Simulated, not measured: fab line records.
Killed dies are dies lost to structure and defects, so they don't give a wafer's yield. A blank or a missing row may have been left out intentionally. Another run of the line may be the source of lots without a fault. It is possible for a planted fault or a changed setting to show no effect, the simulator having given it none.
A single fault, viewed from 2 desks / flow n5-finfet / each desk holds nothing but its own numbers, with what lay behind them at the end

## FOR THE TOOL OWNER'S DESK: vapor-etch-01
The tool's own readings at N5_STI_FIN_REVEAL_RECESS_09 (chemistry HF/NH3, target SiO2, afs cycles 11, target depth 42.5 nm, sublimation time 60 s): means of the sampled wafers that have a number, for each lot that ran on this tool. If a lot's mean is further than 4 standard deviations from the usual mean, the lot is out of limits and carries the mark OUT (the distance appears in the brackets).
Columns: A = drypump-motor-current-A at N5_STI_FIN_REVEAL_RECESS_09, usual 6.0 A
lot=L597; first seen here=day 2 16:12; A=5.9
lot=L599; first seen here=day 3 04:32; A=5.8
lot=L600; first seen here=day 3 09:53; A=5.8
lot=L610; first seen here=day 5 23:22; A=5.7
lot=L612; first seen here=day 6 10:13; A=5.8
This desk's verdict: no lot among the 5 shows anything out of limits.

## THE METROLOGY DESK
What the gauges read, lot by lot, whatever tool the lot ran on: means of the sampled wafers that have a number. If a lot's mean is further than 4 standard deviations from the usual mean, the lot is out of limits and carries the mark OUT (the distance appears in the brackets).
Columns: A = cd-nm at N5_STI_FIN_REVEAL_CD_MEAS_22, usual 6.29 nm; B = trench-depth-nm at N5_STI_FIN_REVEAL_FIN_H_MEAS_10, usual 52.1 nm
lot=L596; first seen here=day 2 12:53; A=6.39; B=52.6
lot=L597; first seen here=day 2 18:52; A=6.18; B=52.0
lot=L598; first seen here=day 3 01:17; A=6.33; B=51.4
lot=L599; first seen here=day 3 07:13; A=6.49; B=52.3
lot=L600; first seen here=day 3 12:32; A=6.36; B=51.9
lot=L602; first seen here=day 4 01:49; A=6.33; B=51.7
lot=L610; first seen here=day 6 02:02; A=6.62; B=48.5 (-5.5) OUT
lot=L612; first seen here=day 6 12:54; A=6.11; B=51.6
lot=L615; first seen here=day 7 08:04; A=6.20; B=52.2
lot=L616; first seen here=day 7 13:08; A=6.31; B=53.2
lot=L617; first seen here=day 7 19:06; A=6.24; B=51.7
lot=L619; first seen here=day 8 09:55; A=6.10; B=52.4
This desk finds L610 out of limits, L610 being first, at day 6 02:04 (trench-depth-nm at N5_STI_FIN_REVEAL_FIN_H_MEAS_10). In limits: L596, L597, L598, L599, L600, L602, L612, L615, L616, L617, L619.

## ALL TOGETHER
At day 6 02:04 the metrology desk could have sounded an alarm, on L610.
Nothing out of limits was seen by the tool owner's desk.
Tool owner's desk: L610 on record, inside its limits.
N5_STI_FIN_REVEAL_RECESS_09 was run on vapor-etch-01 by each of the lots named.

## WHAT HAD BEEN PUT IN BY THE SIMULATOR
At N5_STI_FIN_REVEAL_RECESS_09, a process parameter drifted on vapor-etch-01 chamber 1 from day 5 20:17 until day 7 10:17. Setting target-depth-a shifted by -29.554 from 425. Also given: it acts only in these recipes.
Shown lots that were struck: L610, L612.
Per desk, hours elapsed from the start of the fault to the first reading out of limits: for the metrology desk, 6.
